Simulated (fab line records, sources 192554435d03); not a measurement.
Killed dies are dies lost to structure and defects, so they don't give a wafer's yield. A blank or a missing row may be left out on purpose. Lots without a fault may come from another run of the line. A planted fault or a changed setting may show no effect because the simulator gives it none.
Split-lot experiment | flow n5_finfet | 7 lots, 39 wafers read, on a route of 1938 steps

THE SPLIT
At N5_FIN_SAQP_DEVELOP_15 (develop time 30 s), the setting develop_time_s was moved away from the recipe's 30 s on 15 of the 39 wafers read, by -46.7% to +41.9%. The other wafers ran this setting at the recipe's value.

The file shows no step between the split and the reading.

THE READING
cd_nm, in nm, at N5_FIN_SAQP_CD_MEAS_16 (target cd 35.6 nm). Fault-free wafers of this fab line usually give 35.60 nm, standard deviation 0.26 nm.

wafer  | tool, chamber at the split | develop_time_s as run, s | against the recipe | cd_nm, nm | against lot-mates on the recipe
L077.1 | litho_track-04, 0          | 30                       | recipe             | 35.62     | -
L077.2 | litho_track-04, 0          | 30                       | recipe             | 35.68     | -
L077.3 | litho_track-04, 0          | 15.98                    | -46.7%             | 37.11     | +1.38
L077.4 | litho_track-04, 0          | 15.98                    | -46.7%             | 36.86     | +1.13
L077.5 | litho_track-04, 0          | 30                       | recipe             | 35.90     | -
L077.6 | litho_track-04, 0          | 15.98                    | -46.7%             | 37.41     | +1.68
L089.1 | litho_track-03, 0          | 17.78                    | -40.7%             | 36.59     | +0.99
L089.2 | litho_track-03, 0          | 17.78                    | -40.7%             | 36.89     | +1.29
L089.3 | litho_track-03, 0          | 17.78                    | -40.7%             | 37.45     | +1.85
L089.4 | litho_track-03, 0          | 30                       | recipe             | 35.77     | -
L089.5 | litho_track-03, 0          | 30                       | recipe             | 35.78     | -
L089.6 | litho_track-03, 0          | 30                       | recipe             | 35.24     | -
L091.1 | litho_track-04, 0          | 30                       | recipe             | 35.80     | -
L091.2 | litho_track-04, 0          | 30                       | recipe             | 35.79     | -
L091.3 | litho_track-04, 0          | 30                       | recipe             | 35.63     | -
L091.4 | litho_track-04, 0          | 30                       | recipe             | 35.43     | -
L091.5 | litho_track-04, 0          | 30                       | recipe             | 35.72     | -
L091.6 | litho_track-04, 0          | 30                       | recipe             | 35.25     | -
L093.1 | litho_track-01, 0          | 35.83                    | +19.4%             | 35.45     | +0.07
L093.2 | litho_track-01, 0          | 30                       | recipe             | 35.45     | -
L093.3 | litho_track-01, 0          | 35.83                    | +19.4%             | 35.45     | +0.07
L093.4 | litho_track-01, 0          | 35.83                    | +19.4%             | 35.21     | -0.17
L093.5 | litho_track-01, 0          | 30                       | recipe             | 35.12     | -
L093.6 | litho_track-01, 0          | 30                       | recipe             | 35.57     | -
L094.1 | litho_track-03, 0          | 36.58                    | +21.9%             | 35.06     | -0.67
L094.2 | litho_track-03, 0          | 30                       | recipe             | 35.49     | -
L094.3 | litho_track-03, 0          | 30                       | recipe             | 35.66     | -
L094.4 | litho_track-03, 0          | 36.58                    | +21.9%             | 35.10     | -0.63
L094.5 | litho_track-03, 0          | 30                       | recipe             | 36.05     | -
L094.6 | litho_track-03, 0          | 36.58                    | +21.9%             | 35.00     | -0.73
L095.1 | litho_track-04, 0          | 30                       | recipe             | 35.45     | -
L095.2 | litho_track-04, 0          | 30                       | recipe             | 35.51     | -
L095.3 | litho_track-04, 0          | 42.58                    | +41.9%             | 34.93     | -0.60
L095.4 | litho_track-04, 0          | 42.58                    | +41.9%             | 34.74     | -0.79
L095.5 | litho_track-04, 0          | 42.58                    | +41.9%             | 34.95     | -0.58
L095.6 | litho_track-04, 0          | 30                       | recipe             | 35.63     | -
L097.1 | litho_track-01, 0          | 30                       | recipe             | 35.85     | -
L097.3 | litho_track-01, 0          | 30                       | recipe             | 35.68     | -
L097.6 | litho_track-01, 0          | 30                       | recipe             | 35.69     | -

THE FIT
A straight line over all 39 wafers: cd_nm changes by -0.0269 nm for each +1% of develop_time_s; r = -0.92; the points scatter about the line by 0.26 nm.
The same after taking each lot's own level away (the mean of its wafers on the recipe; 39 wafers): -0.0253 nm for each +1%; r = -0.91; scatter 0.27 nm.
On that fit, the largest move of develop_time_s shifts the reading by 1.2 nm.
The lots' own levels span 35.380 to 35.740 nm, that is 1.4 times the standard deviation above.
So the lot-to-lot level changes the slope little: the two slopes agree.
Check: with one of the wafers moved furthest among these (-46.7%) left out of the fit, the line predicts +1.27 nm for it against its lot-mates. It came out at +1.38 nm against them.

OTHER SPLITS ON THESE WAFERS
These wafers also went through other splits before the reading. Each is held against what the fit with the lots' levels taken away leaves over:
other split on the same wafers | wafers away from the commonest value | r with cd_nm (lot level and that fit taken away)
N5_ZERO_LAYER_PECVD_02 time_s  | 9                                    | +0.17

THE FILE'S OWN FIT
cd_nm changes by -0.0254 nm for each +1% of develop_time_s, r = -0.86.
